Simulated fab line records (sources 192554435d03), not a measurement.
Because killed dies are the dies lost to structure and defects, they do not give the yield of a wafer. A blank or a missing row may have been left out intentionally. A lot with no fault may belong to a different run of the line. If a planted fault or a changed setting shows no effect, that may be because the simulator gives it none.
fab line records -- flow n5Finfet -- part 2 of 2: steps 18 to 18 of 18
[record] lots = 7, wafers = 21, lastDay = 17
route steps=1938 shown SD_EPI_N@269 PASSIVATION@1936
lots that met no fault: from a run of the same line without faults
startH: start of the lot's first displayed wafer, in hours after the record's first day -- waitH: hours elapsed since this lot's preceding step -- " unchanged from the row above -- L1.1+2: several wafers, shown together as one row -- - either no value or no given start -- * or withheld: withheld -- < > ~ a bound
route shown NAME@n: names a module that has steps shown in the file, with the first one's number in the route -- usual: mean/standard deviation taken from wafers without a fault -- same: alike in all rows -- chamber/n: place in a boat -- sites: each site's reading -- _std_site: their standard deviation -- _edge_site: the outer-site mean with the inner-site mean subtracted -- radiusMm: for every site, how far away it sits from the centre of the wafer -- mask NAME#n: copy n -- behind: tool/chamber where the wafer was last shaped -- hold: why the lot went on hold/how many hours it stayed there/how the hold came to an end -- device: transistor that didn't switch, given as n, p or np -- end of line: at the end of the route, the tests of the same wafers -- for a step that has no rows: nothing shown but its recipe -- killed: the dies lost at the first sort to structure and to defects; this is not the yield of the wafer -- map: the dies of a wafer, with x for killed, . for not killed, _ for no die there
set.NAME: the setting as run; set.NAME@STEP: as run at that earlier step -- model.NAME: the simulator's own value behind a step, which no gauge read
lots seen at some steps along the route; tables by step, rows by wafer
services: when a tool's chamber went out of use (startH, in hours from the record's first day, below 0 if earlier), for how many hours, and the reason
[[steps]]
[step N5_PASSIVATION_PROBE_49]
[usual] killed_at_M0_to_M3 = 35/11, killed_at_M4_up = 14/5.4, killedAtContacts = 12/6.2, killedAtFrontEnd = 38/11, killedAtOther = 4.1/2.8, killedDies = 103/17, killedOpen = 66/13, killedShort = 34/8.2
[same] grossDies = 1180, killedAtBackSide = 0
lot.wafer,tool,chamber,startH,waitH,killed_at_M0_to_M3,killed_at_M4_up,killedAtContacts,killedAtFrontEnd,killedAtOther,killedDies,killedOpen,killedShort
L447.2,prober-01,-,305.34,0.1,30,28,10,32,0,100,66,29
L447.3,prober-01,-,305.39,0.1,28,10,15,49,3,105,58,45
L447.5,prober-01,-,305.49,0.2,25,13,19,55,9,121,76,41
L448.1,prober-01,-,306.64,0.0,58,20,17,22,6,123,81,39
L448.2,prober-01,-,306.69,0.1,46,17,23,16,1,103,75,27
L448.6,prober-01,-,306.89,0.3,39,17,10,43,7,116,71,42
L449.1,prober-01,-,328.87,0.0,36,14,5,29,2,86,50,36
L449.4,prober-01,-,329.02,0.2,39,7,22,25,3,96,52,43
L449.5,prober-01,-,329.07,0.2,35,6,14,44,9,108,72,32
L456.2,prober-02,-,358.07,0.1,26,8,8,33,1,76,49,26
L456.4,prober-02,-,358.17,0.2,34,8,14,42,3,101,59,40
L456.5,prober-02,-,358.22,0.2,33,8,6,36,2,85,59,26
L455.2,prober-02,-,363.01,0.1,34,10,12,43,6,105,72,32
L455.3,prober-02,-,363.06,0.1,22,23,8,50,4,107,71,35
L455.6,prober-02,-,363.21,0.3,38,10,14,46,6,114,72,42
L461.2,prober-01,-,410.47,0.1,42,10,14,25,2,93,47,45
L461.3,prober-01,-,410.52,0.1,43,13,5,36,1,98,57,38
L461.5,prober-01,-,410.62,0.2,45,5,2,48,0,100,65,33
L460.1,prober-02,-,410.95,0.0,25,10,7,66,1,109,81,26
L460.2,prober-02,-,411.00,0.1,49,5,3,58,0,115,87,25
L460.5,prober-02,-,411.15,0.2,31,6,6,46,2,91,59,30
// killed by level:class
L447.2 BEOL_M4:geometricParticle:open=16 BEOL_M0_SAQP:geometricParticle:open=8 STI_FIN_REVEAL:geometricParticle:open=6 MOL_CONTACT_COAG:geometricParticle:open=6 BEOL_M0_SAQP:geometricParticle:short=6 BEOL_M1:geometricParticle:open=5 BEOL_M2:geometricParticle:open=5 BEOL_M6:geometricParticle:open=4
L447.3 FIN_SAQP:geometricParticle:short=10 MOL_CONTACT_COAG:geometricParticle:open=10 BEOL_M0_SAQP:geometricParticle:short=8 FIN_SAQP:geometricParticle:open=6 BEOL_M4:geometricParticle:open=6 MOL_CONTACT_COAG:geometricParticle:short=5 BEOL_M2:geometricParticle:open=5 STARTING-WAFER:geometricParticle:short=5
L447.5 MOL_CONTACT_COAG:geometricParticle:open=16 FIN_SAQP:geometricParticle:short=14 STI_FIN_REVEAL:geometricParticle:open=8 DUMMY_GATE:geometricParticle:open=8 FIN_SAQP:geometricParticle:open=7 BEOL_M1:geometricParticle:open=6 PASS1_CAP:geometricParticle:open=6 BEOL_M5:geometricParticle:open=5
L448.1 BEOL_M0_SAQP:geometricParticle:short=16 MOL_CONTACT_COAG:geometricParticle:open=15 BEOL_M0_SAQP:geometricParticle:open=14 BEOL_M4:geometricParticle:open=13 BEOL_M3:geometricParticle:open=7 BEOL_M2:geometricParticle:open=7 BEOL_M1:geometricParticle:open=5 DUMMY_GATE:geometricParticle:open=4
L448.2 MOL_CONTACT_COAG:geometricParticle:open=19 BEOL_M2:geometricParticle:open=9 BEOL_M0_SAQP:geometricParticle:open=9 BEOL_M0:geometricParticle:open=8 BEOL_M4:geometricParticle:open=8 STI_FIN_REVEAL:geometricParticle:open=7 BEOL_M1:geometricParticle:open=6 FIN_SAQP:geometricParticle:short=4
L448.6 DUMMY_GATE:geometricParticle:open=10 BEOL_M0_SAQP:geometricParticle:short=10 BEOL_M3:geometricParticle:open=9 MOL_CONTACT_COAG:geometricParticle:open=8 FIN_SAQP:geometricParticle:short=6 FIN_SAQP:geometricParticle:open=6 BEOL_M0_SAQP:geometricParticle:open=6 GATE_CUT:geometricParticle:short=5
L449.1 BEOL_M0_SAQP:geometricParticle:short=10 BEOL_M0_SAQP:geometricParticle:open=10 BEOL_M2:geometricParticle:open=9 FIN_SAQP:geometricParticle:short=6 DUMMY_GATE:geometricParticle:open=6 BEOL_M4:geometricParticle:open=6 STI_FIN_REVEAL:geometricParticle:open=4 BEOL_M5:geometricParticle:open=4
L449.4 MOL_CONTACT_COAG:geometricParticle:open=14 BEOL_M0_SAQP:geometricParticle:open=10 BEOL_M0_SAQP:geometricParticle:short=10 MOL_CONTACT_COAG:geometricParticle:short=8 BEOL_M2:geometricParticle:open=5 DUMMY_GATE:geometricParticle:open=4 BEOL_M1:geometricParticle:short=4 FIN_SAQP:geometricParticle:open=3
L449.5 FIN_SAQP:geometricParticle:open=15 BEOL_M0_SAQP:geometricParticle:open=11 BEOL_M0_SAQP:geometricParticle:short=10 MOL_CONTACT_COAG:geometricParticle:open=9 BEOL_M2:geometricParticle:open=7 FIN_SAQP:geometricParticle:short=6 DUMMY_GATE:geometricParticle:open=6 MOL_CONTACT_COAG:geometricParticle:short=5
L456.2 FIN_SAQP:geometricParticle:short=8 STI_FIN_REVEAL:geometricParticle:open=7 FIN_SAQP:geometricParticle:open=6 BEOL_M2:geometricParticle:open=6 BEOL_M3:geometricParticle:open=5 MOL_CONTACT_COAG:geometricParticle:open=4 MOL_CONTACT_COAG:geometricParticle:short=4 BEOL_M1:geometricParticle:short=4
L456.4 BEOL_M2:geometricParticle:open=13 FIN_SAQP:geometricParticle:short=11 MOL_CONTACT_COAG:geometricParticle:open=10 FIN_SAQP:geometricParticle:open=9 GATE_CUT:geometricParticle:short=8 STI_FIN_REVEAL:geometricParticle:open=6 BEOL_M0_SAQP:geometricParticle:short=6 BEOL_M3:geometricParticle:open=4
L456.5 BEOL_M2:geometricParticle:open=12 FIN_SAQP:geometricParticle:short=10 BEOL_M3:geometricParticle:open=8 MOL_CONTACT_COAG:geometricParticle:open=6 STI_FIN_REVEAL:geometricParticle:open=5 BEOL_M0:geometricParticle:open=5 STI_FIN_REVEAL:geometricParticle:short=4 BEOL_M0_SAQP:geometricParticle:open=4
L455.2 STI_FIN_REVEAL:geometricParticle:open=14 BEOL_M0_SAQP:geometricParticle:open=11 MOL_CONTACT_COAG:geometricParticle:open=10 BEOL_M0_SAQP:geometricParticle:short=9 STARTING-WAFER:geometricParticle:open=7 BEOL_M4:geometricParticle:open=6 FIN_SAQP:geometricParticle:open=4 STI_FIN_REVEAL:geometricParticle:short=4
L455.3 STI_FIN_REVEAL:geometricParticle:open=15 BEOL_M4:geometricParticle:open=14 FIN_SAQP:geometricParticle:open=7 FIN_SAQP:geometricParticle:short=6 MOL_CONTACT_COAG:geometricParticle:open=6 BEOL_M0_SAQP:geometricParticle:open=6 GATE_CUT:geometricParticle:short=5 DUMMY_GATE:geometricParticle:open=4
L455.6 MOL_CONTACT_COAG:geometricParticle:open=11 FIN_SAQP:geometricParticle:open=8 BEOL_M3:geometricParticle:open=8 FIN_SAQP:geometricParticle:short=6 STI_FIN_REVEAL:geometricParticle:open=6 BEOL_M0_SAQP:geometricParticle:open=6 BEOL_M1:geometricParticle:open=6 STI_FIN_REVEAL:geometricParticle:short=5
L461.2 BEOL_M0_SAQP:geometricParticle:short=21 MOL_CONTACT_COAG:geometricParticle:open=12 BEOL_M0_SAQP:geometricParticle:open=6 BEOL_M2:geometricParticle:short=5 BEOL_M3:geometricParticle:open=4 DUMMY_GATE:geometricParticle:open=4 STARTING-WAFER:geometricParticle:open=4 STI_FIN_REVEAL:geometricParticle:open=3
L461.3 BEOL_M0_SAQP:geometricParticle:short=14 BEOL_M0_SAQP:geometricParticle:open=9 DUMMY_GATE:geometricParticle:open=8 STI_FIN_REVEAL:geometricParticle:open=7 FIN_SAQP:geometricParticle:short=5 BEOL_M2:geometricParticle:short=5 BEOL_M3:geometricParticle:open=5 BEOL_M4:geometricParticle:open=5
L461.5 BEOL_M0_SAQP:geometricParticle:open=17 GATE_CUT:geometricParticle:short=9 FIN_SAQP:geometricParticle:open=8 BEOL_M0_SAQP:geometricParticle:short=7 BEOL_M3:geometricParticle:open=7 BEOL_M1:geometricParticle:open=5 STARTING-WAFER:geometricParticle:open=5 STI_FIN_REVEAL:geometricParticle:open=4
L460.1 STI_FIN_REVEAL:geometricParticle:open=27 FIN_SAQP:geometricParticle:open=12 BEOL_M3:geometricParticle:open=11 FIN_SAQP:geometricParticle:short=10 MOL_CONTACT_COAG:geometricParticle:open=5 BEOL_M0_SAQP:geometricParticle:open=4 BEOL_M7:geometricParticle:open=3 STI_FIN_REVEAL:geometricParticle:short=3
L460.2 FIN_SAQP:geometricParticle:open=23 BEOL_M3:geometricParticle:open=20 BEOL_M1:geometricParticle:open=10 STI_FIN_REVEAL:geometricParticle:open=9 FIN_SAQP:geometricParticle:short=7 DUMMY_GATE:geometricParticle:open=7 BEOL_M0_SAQP:geometricParticle:open=7 BEOL_M0_SAQP:geometricParticle:short=5
L460.5 FIN_SAQP:geometricParticle:open=16 BEOL_M3:geometricParticle:open=9 BEOL_M1:geometricParticle:open=8 GATE_CUT:geometricParticle:short=8 STI_FIN_REVEAL:geometricParticle:open=6 MOL_CONTACT_COAG:geometricParticle:open=6 BEOL_M0_SAQP:geometricParticle:short=6 DUMMY_GATE:geometricParticle:open=5
[[services]]
tool,chamber,startH,hours,kind
rieDiel-04,2,65.79,6.7,repair
plasmaAsher-02,-,85.11,14.6,pm
rieDiel-03,3,95.34,22.6,repair
rieDiel-03,0,103.91,18.7,repair
rieSi-02,1,105.25,3.5,repair
plasmaAsher-02,-,105.73,2.8,pm
rieDiel-03,-,112.50,2.8,repair
rieDiel-04,2,116.92,6.0,repair
rieSi-02,-,130.37,0.6,repair
rieSi-01,2,135.43,9.0,repair
rieSi-02,-,137.97,0.2,repair
